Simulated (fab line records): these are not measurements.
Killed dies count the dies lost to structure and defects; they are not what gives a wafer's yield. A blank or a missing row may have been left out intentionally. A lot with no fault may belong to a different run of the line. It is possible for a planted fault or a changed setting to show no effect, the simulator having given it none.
fab line records    flow n5Finfet
record lots=5  wafers=15  lastDay=16
route steps=1938 shown BEOL_M5@1112 PASSIVATION@1936
lots untouched by any fault: they come from a run of this same line in which no faults occurred
startH: start of the lot's first displayed wafer, in hours after the record's first day    waitH: time in hours since the lot's previous step    " same as the row above    L1.1+2: several wafers, shown together as one row    - no value present, or no start provided    * or withheld: withheld    < > ~ a bound
route shown NAME@n: a module of which the file shows steps, and the number in the route of the first    usual: mean and standard deviation over wafers with no fault    same: alike in all rows    chamber/n: place in a boat    sites: each site's reading    _std_site: the standard deviation of these    _edge_site: mean of outer sites minus mean of inner sites    radiusMm: for every site, how far away it sits from the centre of the wafer    mask NAME#n: copy n    behind: the last tool/chamber to shape the wafer    hold: cause of the lot's hold/its duration in hours/its outcome    device: the transistor (n, p or np) that didn't switch    end of line: at the end of the route, the tests of the same wafers    where a step has no rows: the recipe by itself    killed: dies lost to structure and defects at the first sort, not the wafer's yield    map: a wafer's dies, marking killed ones x, the rest . and places with no die _
set.NAME: the setting as run; set.NAME@STEP: as run at that earlier step    model.NAME: the simulator's own value behind a step, which no gauge read
lots at selected steps of the route; one table per step, one row per wafer
services: when a tool's chamber went out of use (startH, in hours from the record's first day, below 0 if earlier), for how many hours, and the reason
## steps
# step N5_BEOL_M5_ILD_DEP_00
# recipe material=SiCOH_lowk  targetThkA=1406.4  tempC=300  precursor=DEMS/porogen  pressureTorr=5  rfW=500  timeS=25.9
# step N5_BEOL_M5_CURE_79
# recipe tempC=385  timeS=240  ambient=He/Ar  material=SiCOH_lowk
# step N5_BEOL_M5_PECVD_70
# recipe material=SiO2  targetThkA=160  tempC=400  precursor=TEOS/O2  pressureTorr=5.5  rfW=450  teosFlowSccm=53.8  gas=O2  flowSccm=3000  timeS=18
# step N5_BEOL_M5_HM_DEP_02
# recipe material=TiN  targetThkA=200  tempC=25  chamberPressurePa=0.49996
# step N5_BEOL_M5_COAT_59
# recipe resist=SOC  tempC=250  timeS=60  spinRpm=1500  resistThkNm=60
# step N5_BEOL_M5_COAT_60
# recipe resist=SiARC  tempC=220  timeS=60  spinRpm=1500  resistThkNm=12
# step N5_BEOL_M5_COAT_71
# recipe resist=underlayer  tempC=205  timeS=60  spinRpm=1500  resistThkNm=5
# step N5_BEOL_M5_COAT_05
# recipe resist=CAR-EUV  spinRpm=1500  resistThkNm=30
# step N5_BEOL_M5_EBR_07
# recipe solvent=PGMEA  ebrWidthMm=1.5
# step N5_BEOL_M5_SOFTBAKE_06
# recipe tempC=110  timeS=60  resist=CAR-EUV
# step N5_BEOL_M5_EXPOSE_08
# recipe maskId=M5  na=0.33  sourceShape=annular  sigmaInner=0.4  sigmaOuter=0.8  polarization=unpolarized  targetCdNm=28  doseMj=35.75
# usual exposureDoseMJCm2=35.71/0.048
lot.wafer  tool           chamber  startH  waitH  mask  exposureDoseMJCm2
L585.1     euvScanner-01  0        178.52  -      M5#0  35.71
L585.2     "              0        "       "      M5#0  35.65
L585.4     "              0        "       "      M5#0  35.64
L597.1     euvScanner-01  0        254.99  -      M5#0  33.98
L597.3     "              0        "       "      M5#0  33.94
L597.4     "              0        "       "      M5#0  33.98
L596.3     euvScanner-01  0        255.04  -      M5#0  33.87
L596.5     "              0        "       "      M5#0  33.88
L596.6     "              0        "       "      M5#0  33.92
L598.2     euvScanner-01  0        266.25  -      M5#0  34.55
L598.3     "              0        "       "      M5#0  34.57
L598.5     "              0        "       "      M5#0  34.53
L599.2     euvScanner-02  0        279.02  -      M5#0  35.77
L599.4     "              0        "       "      M5#0  35.75
L599.6     "              0        "       "      M5#0  35.72
# step N5_BEOL_M5_PEB_09
# recipe pebTempC=100  pebTimeS=60  resist=CAR-EUV
# step N5_BEOL_M5_DEVELOP_10
# recipe developTimeS=30  developer=TMAH  resist=CAR-EUV  rinseLiquid=surfactantRinse  dry=airSpin  devTempC=23
# step N5_BEOL_M5_CD_MEAS_11
# recipe targetCdNm=27.74  landingEnergyEv=500  detector=seInlens
# usual cdNm=27.91/0.24
# same landingEnergyEv=500
lot.wafer  tool      chamber  startH  waitH  cdNm
L585.1     cdSem-03  0        178.65  -      28.06
L585.2     "         0        "       "      28.42
L585.4     "         0        "       "      27.90
L597.1     cdSem-01  0        255.12  -      26.54
L597.3     "         0        "       "      26.74
L597.4     "         0        "       "      26.58
L596.3     cdSem-03  0        255.16  -      26.98
L596.5     "         0        "       "      26.59
L596.6     "         0        "       "      26.44
L598.2     cdSem-02  0        266.38  -      27.35
L598.3     "         0        "       "      26.70
L598.5     "         0        "       "      26.83
L599.2     cdSem-03  0        279.15  -      27.93
L599.4     "         0        "       "      28.17
L599.6     "         0        "       "      27.92
# step N5_BEOL_M5_DESCUM_16
# recipe chemistry=O2  timeS=7  sourcePowerW=50  biasPowerW=20  pressureMtorr=20  rfFrequencyHz=2.712e+07  tempC=40  resist=CAR-EUV  o2FlowSccm=225
# usual drypumpMotorCurrentA=5.9/0.48  oesProductAu=0.83/0.095  rfVppV=243.1/1.2  showerheadPlenumPTorr=2.09/0.065  throttleValvePct=20.36/0.25
lot.wafer  tool        chamber  startH  waitH  drypumpMotorCurrentA  oesProductAu  rfHoursCounterH  rfVppV  showerheadPlenumPTorr  throttleValvePct  model.BEOL_M5.cdNm
L585.1     rieDiel-02  0        178.77  0.0    6.3                   0.69          211              242.8   2.16                   20.22             28.4
L585.2     "           3        "       "      5.2                   0.85          51               241.3   2.03                   20.17             28.2
L585.4     "           1        "       "      6.7                   0.81          -                243.0   2.12                   20.22             28
L597.1     rieDiel-02  2        255.24  0.0    6.1                   0.93          18               241.7   2.05                   20.34             26.8
L597.3     "           0        "       "      6.3                   0.68          235              245.6   2.16                   20.26             27
L597.4     "           3        "       "      5.3                   0.82          76               241.4   2.02                   20.21             26.8
L596.3     rieDiel-06  3        255.28  0.0    5.4                   0.88          58               244.6   2.22                   20.30             27
L596.5     "           2        "       "      5.4                   0.73          -                240.8   2.08                   20.74             26.8
L596.6     "           1        "       "      5.5                   0.92          -                242.4   2.04                   20.23             26.6
L598.2     rieDiel-03  1        266.50  0.0    5.7                   0.73          201              242.2   1.98                   20.71             27.2
L598.3     "           3        "       "      5.7                   0.67          242              244.4   2.15                   20.70             27.2
L598.5     "           1        "       "      5.7                   0.73          -                241.8   1.98                   20.69             27.2
L599.2     rieDiel-03  1        279.27  0.0    5.7                   0.72          206              242.5   1.98                   20.71             28
L599.4     "           1        "       "      5.7                   0.72          -                241.9   1.98                   20.70             28.2
L599.6     "           0        "       "      6.2                   0.90          -                243.9   2.04                   19.93             28
# step N5_BEOL_M5_ETCH_72
# recipe chemistry=N2/H2  target=underlayer  targetDepthA=65  maskMaterial=CAR-EUV  timeS=5.2  ionEnergyEv=200  pressureMtorr=30  sourceW=840  biasW=150  n2FlowSccm=200  h2FlowSccm=200  ends=cleared
# step N5_BEOL_M5_ETCH_61
# recipe chemistry=CF4  target=SiARC  targetDepthA=156  maskMaterial=CAR-EUV  timeS=26  ionEnergyEv=80  pressureMtorr=40  sourceW=545  biasW=36  Ar_flow_sccm=100  cf4FlowSccm=100  ends=cleared
# step N5_BEOL_M5_ETCH_62
# recipe chemistry=N2/H2  target=SOC  targetDepthA=750  overetchA=150  maskMaterial=SiARC  tempC=40  timeS=112.5  ionEnergyEv=200  pressureMtorr=30  sourceW=840  biasW=150  n2FlowSccm=200  h2FlowSccm=200
# step N5_BEOL_M5_STRIP_63
# recipe chemistry=N2/H2  tempC=40  n2FlowSccm=200  h2FlowSccm=200  rfFrequencyHz=6e+07
# step N5_BEOL_M5_STRIP_73
# recipe chemistry=N2/H2  tempC=40  n2FlowSccm=200  h2FlowSccm=200  rfFrequencyHz=6e+07
# step N5_BEOL_M5_STRIP_64
# recipe chemistry=CF4  resist=SiARC  powerW=300  biasPowerW=75  pressureMtorr=50  cf4FlowSccm=150  rfFrequencyHz=6e+07
# step N5_BEOL_M5_HM_OPEN_17
# recipe chemistry=Cl2/BCl3  targetDepthA=200  overetchA=60  target=TiN  maskMaterial=SOC  ionEnergyEv=150  pressureMtorr=10  icpW=1000  biasW=126  Cl2_flow_sccm=53.25  bcl3FlowSccm=21.75  Ar_flow_sccm=25
# step N5_BEOL_M5_STRIP_19
# recipe chemistry=O2  powerW=400  tempC=40  pressureMtorr=30  rfFrequencyHz=6e+07  biasPowerW=0  overashFraction=0.2  o2FlowSccm=225
# step N5_BEOL_M5_CD_MEAS_18
# recipe pitchNm=56  targetCdNm=28
# usual cdNm=27.9/0.36
lot.wafer  tool      chamber  startH  waitH  cdNm
L585.1     cdSem-03  -        179.20  0.0    28.2
L585.2     "         -        "       "      27.0
L585.4     "         -        "       "      27.6
L597.1     cdSem-01  -        255.80  0.0    26.7
L597.3     "         -        "       "      26.6
L597.4     "         -        "       "      26.6
L596.3     cdSem-02  -        255.80  0.1    26.3
L596.5     "         -        "       "      26.4
L596.6     "         -        "       "      26.1
L598.2     cdSem-03  -        266.93  0.1    27.0
L598.3     "         -        "       "      27.2
L598.5     "         -        "       "      26.5
L599.2     cdSem-03  -        279.70  0.1    27.8
L599.4     "         -        "       "      28.2
L599.6     "         -        "       "      28.2
# step N5_BEOL_M5_COAT_65
# recipe resist=SOC  tempC=250  timeS=60  spinRpm=1500  resistThkNm=60
# step N5_BEOL_M5_COAT_66
# recipe resist=SiARC  tempC=220  timeS=60  spinRpm=1500  resistThkNm=12
# step N5_BEOL_M5_COAT_74
# recipe resist=underlayer  tempC=205  timeS=60  spinRpm=1500  resistThkNm=5
# step N5_BEOL_M5_COAT_22
# recipe resist=CAR-EUV  spinRpm=1500  resistThkNm=30
# step N5_BEOL_M5_EBR_24
# recipe solvent=PGMEA  ebrWidthMm=1.5
# step N5_BEOL_M5_SOFTBAKE_23
# recipe tempC=110  timeS=60  resist=CAR-EUV
# step N5_BEOL_M5_EXPOSE_25
# recipe maskId=V4  na=0.33  sourceShape=quasar  sigmaInner=0.2  sigmaOuter=0.6  polarization=unpolarized  defocusNm=10  doseMj=52.75
# step N5_BEOL_M5_PEB_26
# recipe pebTempC=100  pebTimeS=60  resist=CAR-EUV
# step N5_BEOL_M5_DEVELOP_27
# recipe developTimeS=30  developer=TMAH  resist=CAR-EUV  rinseLiquid=surfactantRinse  dry=airSpin  devTempC=23
# step N5_BEOL_M5_DESCUM_33
# recipe chemistry=O2  timeS=7  sourcePowerW=50  biasPowerW=20  pressureMtorr=20  rfFrequencyHz=2.712e+07  tempC=40  resist=CAR-EUV  o2FlowSccm=225
# step N5_BEOL_M5_ETCH_75
# recipe chemistry=N2/H2  target=underlayer  targetDepthA=65  maskMaterial=CAR-EUV  timeS=5.2  ionEnergyEv=200  pressureMtorr=30  sourceW=840  biasW=150  n2FlowSccm=200  h2FlowSccm=200  ends=cleared
# step N5_BEOL_M5_ETCH_41
# recipe chemistry=CH3F/O2  target=SiCN  targetDepthA=315  taperDeg=2  timeS=56.7  ionEnergyEv=120  maskMaterial=TiN  pressureMtorr=30  sourceW=395  biasW=75  Ar_flow_sccm=150  CH3F_flow_sccm=30  O2_flow_sccm=20
# usual drypumpMotorCurrentA=5.9/0.48  oesProductAu=0.81/0.097  rfVppV=297.3/1.5  showerheadPlenumPTorr=2.00/0.06  throttleValvePct=16.24/0.25
lot.wafer  tool        chamber  startH  waitH  drypumpMotorCurrentA  oesProductAu  rfHoursCounterH  rfVppV  showerheadPlenumPTorr  throttleValvePct  model.BEOL_M5.cdNm
L585.1     rieDiel-02  1        -       -      6.6                   0.80          92               296.1   2.01                   16.05             28
L585.2     "           3        "       "      5.2                   0.84          52               296.4   1.95                   16.12             27.2
L585.4     "           3        "       "      5.3                   0.83          -                296.0   1.95                   16.11             27.6
L596.3     rieDiel-06  0        -       -      6.0                   0.80          102              297.8   2.03                   16.53             26.8
L596.5     "           0        "       "      6.0                   0.81          -                296.9   2.02                   16.53             26.8
L596.6     "           1        "       "      5.5                   0.92          -                296.5   1.95                   16.08             26.4
L597.1     rieDiel-03  0        -       -      6.2                   0.92          25               296.0   1.94                   15.75             26.6
L597.3     "           1        "       "      5.6                   0.73          199              295.2   1.90                   16.63             26.8
L597.4     "           2        "       "      6.6                   0.89          36               298.3   2.04                   16.10             26.6
L598.2     rieDiel-02  2        -       -      6.1                   0.91          22               297.2   1.96                   16.26             27
L598.3     "           3        "       "      5.3                   0.80          80               297.0   1.94                   16.16             26.8
L598.5     "           3        "       "      5.2                   0.81          -                294.3   1.94                   16.16             26.6
L599.2     rieDiel-02  1        -       -      6.6                   0.78          121              296.5   2.01                   16.12             28
L599.4     "           0        "       "      6.3                   0.66          242              297.1   2.06                   16.27             28.4
L599.6     "           3        "       "      5.3                   0.80          -                294.6   1.94                   16.17             28.2
# step N5_PASSIVATION_PROBE_49
# usual defectLimitedYield=91.1/1.6  killed_at_M0_to_M3=35/11  killed_at_M4_up=13/5.4  killedAtContacts=13/6.5  killedAtFrontEnd=40/14  killedAtOther=4/3.1  killedDies=105/18  killedOpen=69/14  killedShort=34/7.3  sort_bin_5_function=5.2/0.96  sort_bin_6_memory=3.4/0.77  sortNPass=1075/19  sortYieldPct=91.1/1.6
# same grossDies=1180  killedAtBackSide=0  sort_bin_4_leakage[%]=0  sort_bin_8_speed[%]=0
lot.wafer  tool       chamber  startH  waitH  defectLimitedYield[%]  killed_at_M0_to_M3  killed_at_M4_up  killedAtContacts  killedAtFrontEnd  killedAtOther  killedDies  killedOpen  killedShort  sort_bin_5_function[%]  sort_bin_6_memory[%]  sortNPass  sortYieldPct[%]
L599.2     prober-01  -        374.11  0.1    91.5                   20                  21               16                34                9              100         65          34           4.2                     4.1                   1080       91.5
L599.4     prober-01  -        374.21  0.2    91.4                   39                  19               7                 30                7              102         71          31           5.3                     3.1                   1078       91.4
L599.6     prober-01  -        374.31  0.3    93.1                   22                  13               9                 27                11             82          56          24           4.2                     2.8                   1098       93.1
# killed by level:class
L599.2 MOL_CONTACT_COAG:geometricParticle:open=13 FIN_SAQP:geometricParticle:open=7 BEOL_M4:geometricParticle:open=7 STI_FIN_REVEAL:geometricParticle:open=6 BEOL_M3:geometricParticle:open=6 FIN_SAQP:geometricParticle:short=5 BEOL_M0_SAQP:geometricParticle:short=5 PASS1_CAP:geometricParticle:open=4
L599.4 BEOL_M0_SAQP:geometricParticle:open=15 DUMMY_GATE:geometricParticle:open=7 BEOL_M0_SAQP:geometricParticle:short=7 BEOL_M4:geometricParticle:open=6 BEOL_M1:geometricParticle:open=6 STI_FIN_REVEAL:geometricParticle:open=5 FIN_SAQP:geometricParticle:open=4 MOL_CONTACT_COAG:geometricParticle:open=4
L599.6 FIN_SAQP:geometricParticle:open=7 MOL_CONTACT_COAG:geometricParticle:open=7 BEOL_M4:geometricParticle:open=7 STI_FIN_REVEAL:geometricParticle:open=6 BEOL_M2:geometricParticle:open=6 FIN_SAQP:geometricParticle:short=4 BEOL_M1:geometricParticle:open=4 BEOL_M0_SAQP:geometricParticle:short=4
## services
tool           chamber  startH  hours  kind
euvScanner-01  -        155.92  1.0    pm
rieDiel-02     2        172.46  -      clean
rieDiel-02     2        172.46  -      consumableReplace:focusRing
rieDiel-02     2        172.46  20.7   scheduledDown
rieDiel-02     2        172.46  20.7   ventCycle
euvScanner-02  -        176.16  1.0    pm
euvScanner-01  -        212.07  1.0    pm
euvScanner-01  -        230.44  0.4    repair
euvScanner-02  -        232.31  1.0    pm
euvScanner-01  -        268.22  1.0    pm
rieDiel-06     1        268.83  5.7    repair
euvScanner-01  -        280.34  13.5   repair
## key
firstSign step=N5_BEOL_M5_EXPOSE_08  reading=exposureDoseMJCm2  direction=down  sigmas=33  usual=35.71  struck=34.14
effect step=N5_BEOL_M5_CD_MEAS_11  reading=cdNm  direction=down  sigmas=4.8  usual=27.91  struck=26.75  through=controlLoop
effect step=N5_BEOL_M5_CD_MEAS_18  reading=cdNm  direction=down  sigmas=3.6  usual=27.9  struck=26.6  through=controlLoop
modelEffect step=N5_BEOL_M5_DESCUM_16  value=BEOL_M5.cdNm  without=27.96  struck=26.96
modelEffect step=N5_BEOL_M5_ETCH_41  value=BEOL_M5.cdNm  without=27.78  struck=26.71
metAt N5_BEOL_M5_EXPOSE_08
struckWafers L596.3,L596.5,L596.6,L597.1,L597.3,L597.4,L598.2,L598.3,L598.5
loopTrim step=N5_BEOL_M5_EXPOSE_08  setting=dose  lots=L598
onsetBetween 178.52 254.99
earlierFault kind=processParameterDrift  tool=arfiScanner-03  chamber=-  onsetH=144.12  steps=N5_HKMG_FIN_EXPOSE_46  channel=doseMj  offset=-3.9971  shape=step  actsIn=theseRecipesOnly  stated=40
earlierFault kind=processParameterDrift  tool=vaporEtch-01  chamber=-  onsetH=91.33  steps=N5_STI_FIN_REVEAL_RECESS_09  channel=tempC  offset=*  shape=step  actsIn=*  stated=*
fault kind=processParameterDrift  tool=euvScanner-01  chamber=-  onsetH=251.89  steps=N5_BEOL_M5_EXPOSE_08  channel=doseMj  offset=-1.7656  shape=step  actsIn=theseRecipesOnly  stated=35.75
# loopTrim: a control loop set the setting to another value than it would have without faults
